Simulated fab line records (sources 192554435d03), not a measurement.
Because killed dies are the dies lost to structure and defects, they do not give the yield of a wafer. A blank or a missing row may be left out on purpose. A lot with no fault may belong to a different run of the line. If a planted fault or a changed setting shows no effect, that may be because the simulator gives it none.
Which tool was responsible? + flow n5_finfet + Sampling: 24 lots, 72 wafers, 2 of 1938 route steps

WHAT THE GAUGES SHOWED, per wafer
N5_BEOL_M7_THK_MEAS_01.
| lot  | measured     | on            | M7_ILD_THK (nm)   |
|------|--------------|---------------|-------------------|
| L075 | day 9 06:34  | film_metro-02 | 153.0 155.2 158.7 |
| L077 | day 9 08:07  | film_metro-01 | 152.0 159.1 157.5 |
| L074 | day 9 08:35  | film_metro-01 | 152.1 152.5 155.1 |
| L076 | day 9 09:19  | film_metro-01 | 155.6 157.6 155.7 |
| L080 | day 10 08:40 | film_metro-02 | 151.3 151.5 154.5 |
| L078 | day 10 08:55 | film_metro-02 | 153.5 152.0 155.8 |
| L079 | day 10 09:05 | film_metro-02 | 157.5 155.4 155.6 |
| L081 | day 10 18:14 | film_metro-02 | 153.4 156.4 157.4 |
| L082 | day 11 04:22 | film_metro-01 | 156.1 156.6 158.0 |
| L083 | day 11 10:29 | film_metro-01 | 150.4 154.8 152.9 |
| L084 | day 11 18:03 | film_metro-01 | 152.3 153.5 155.3 |
| L086 | day 11 19:04 | film_metro-02 | 154.0 155.3 159.1 |
| L085 | day 12 02:10 | film_metro-02 | 153.9 156.1 156.6 |
| L087 | day 12 14:25 | film_metro-01 | 152.3 153.0 156.4 |
| L088 | day 12 20:24 | film_metro-01 | 153.4 153.6 155.5 |
| L090 | day 12 23:25 | film_metro-02 | 154.2 155.0 156.1 |
| L092 | day 13 05:57 | film_metro-01 | 156.0 154.1 158.1 |
| L089 | day 13 13:09 | film_metro-01 | 154.1 150.6 155.5 |
| L091 | day 13 14:46 | film_metro-02 | 150.9 152.5 155.6 |
| L093 | day 13 21:40 | film_metro-02 | 157.3 156.7 154.8 |
| L095 | day 14 07:22 | film_metro-01 | 153.7 154.3 154.1 |
| L094 | day 14 09:24 | film_metro-01 | 154.6 153.6 155.4 |
| L096 | day 14 15:47 | film_metro-01 | 156.5 156.0 158.2 |
| L097 | day 15 02:59 | film_metro-01 | 152.5 150.6 152.8 |

N5_BEOL_M7_OVL_MEAS_29.
| lot  | measured     | on         | V6_OVL (nm)    |
|------|--------------|------------|----------------|
| L075 | day 9 09:25  | overlay-02 | -0.8 -0.4 0.1  |
| L077 | day 9 09:35  | overlay-01 | 0.5 0.8 -0.2   |
| L074 | day 9 10:14  | overlay-02 | -0.8 0.2 -0.4  |
| L076 | day 9 12:29  | overlay-01 | -0.8 -0.3 0.0  |
| L080 | day 10 14:11 | overlay-02 | -0.5 -0.2 -0.9 |
| L078 | day 10 14:24 | overlay-02 | 1.0 0.6 0.7    |
| L079 | day 10 14:21 | overlay-02 | 0.1 1.3 0.1    |
| L081 | day 10 20:58 | overlay-01 | -0.6 -0.6 -0.8 |
| L082 | day 11 07:16 | overlay-01 | 0.0 -0.8 0.0   |
| L083 | day 11 14:08 | overlay-02 | -0.5 -1.3 -0.5 |
| L084 | day 11 20:37 | overlay-02 | -1.4 -1.2 -1.5 |
| L086 | day 11 22:19 | overlay-01 | -0.1 -0.2 0.7  |
| L085 | day 12 04:58 | overlay-02 | 0.8 -0.1 0.2   |
| L087 | day 12 16:41 | overlay-01 | 0.3 0.6 0.3    |
| L088 | day 13 02:26 | overlay-02 | 0.3 0.2 0.4    |
| L090 | day 13 04:23 | overlay-02 | -0.6 -0.7 -1.2 |
| L092 | day 13 09:25 | overlay-01 | -1.3 -0.6 -1.1 |
| L089 | day 13 17:02 | overlay-02 | 0.7 0.7 1.1    |
| L091 | day 13 19:55 | overlay-02 | -0.6 1.1 -0.5  |
| L093 | day 14 02:16 | overlay-02 | -0.4 -0.5 0.0  |
| L095 | day 14 11:55 | overlay-01 | 0.2 -0.5 0.2   |
| L094 | day 14 12:54 | overlay-01 | -0.2 0.1 -1.4  |
| L096 | day 14 21:05 | overlay-01 | 0.1 -0.1 -1.2  |
| L097 | day 15 07:22 | overlay-01 | 1.6 1.6 0.1    |

WHAT TOOL EACH LOT RAN ON (gives the tool, then ch and the chambers of the sampled wafers, and finally the start)
The record shows no process step preceding these readings.

AS READ BY THE TOOLS THEMSELVES (means over the sampled wafers that have a number; for cases with no such wafer, the mark the record gives instead)
The record holds no such reading with a usual standard deviation.

THE ANSWER, worked out from the rows above alone
Rule: the lots themselves supply what counts as usual. The widest of any qualifying gaps counts: lots, ordered by their means at a reading, are off when they make up no more than a third of the lots, leave a main group of 4 or more, and stand apart from it by 3 or more times the standard deviation of that group's means. If all means in a main group match to the digits the tables above print for the reading, that group is not used. Also off: a lot with no number at a reading for which 4 or more lots have one. Where the step has rows for the other lots, those lots are counted as sound. The gauges are gone through in route order, then the tools' own readings, and for those a lot's mean is taken as printed above. The first step at which some lot is off is used, and at that step the reading that is off furthest; a lot without a number counts as furthest.
None of the lots is off at any reading shown; this tells nothing.

WHAT THE SIMULATOR HAD INSERTED
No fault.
